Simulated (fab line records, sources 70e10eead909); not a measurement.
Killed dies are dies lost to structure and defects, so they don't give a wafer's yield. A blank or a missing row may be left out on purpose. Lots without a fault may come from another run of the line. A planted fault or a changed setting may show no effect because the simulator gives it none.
Chamber matching | flow nand_harc | NHARC_A_M1_DEP_33 on pecvd-04: 3 sister chambers
The step deposits SiCN, target thk 30 nm. 6 wafers are shown with their chamber, then 9 later ones without.

WAFERS WITH THEIR CHAMBER
wafer  | chamber | heater_power_w (W) | rf_fwd_power_W (W)
L088.2 | 2       | 472                | 447.9
L092.2 | 0       | 557                | 450.3
L092.3 | 2       | 519                | 446.8
L094.3 | 1       | 504                | 451.0
L094.5 | 0       | 574                | 448.9
L094.6 | 1       | 509                | 450.3

WAFERS WITHOUT THEIR CHAMBER
wafer  | heater_power_w (W) | rf_fwd_power_W (W)
L096.1 | 533                | 449.5
L096.2 | 499                | 449.9
L096.6 | 518                | 449.7
L097.3 | 513                | 450.6
L097.4 | 576                | 450.1
L097.5 | 522                | 449.6
L095.1 | 581                | 450.3
L095.2 | 588                | 450.3
L095.6 | 582                | 451.9

WHICH CHAMBER EACH WENT THROUGH
wafer  | from the rows above          | in truth
L096.1 | can't be placed: 0 or 1 or 2 | 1
L096.2 | 1                            | 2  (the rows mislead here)
L096.6 | can't be placed: 1 or 0 or 2 | 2
L097.3 | 1                            | 1
L097.4 | 0                            | 0
L097.5 | can't be placed: 1 or 0 or 2 | 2
L095.1 | 0                            | 0
L095.2 | 0                            | 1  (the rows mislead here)
L095.6 | can't be placed: 0 or 1      | 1
Placed correctly: 3 of 9. Can't be placed from these rows: 4 (the true chamber is among the candidates in 4). Placed wrongly: 2.
How it was worked out, from the rows above alone: a wafer's distance from a chamber is the root of the sum, over the readings, of the square of ((its reading less the chamber's mean) divided by the reading's scatter). The wafer belongs to the nearest chamber; if the next one is less than 2 further off, it can't be placed. A chamber's mean is the mean of its shown wafers. The scatter: the root of (the sum of the squares of (reading less its chamber's mean) over the shown wafers, divided by (wafers less chambers)).
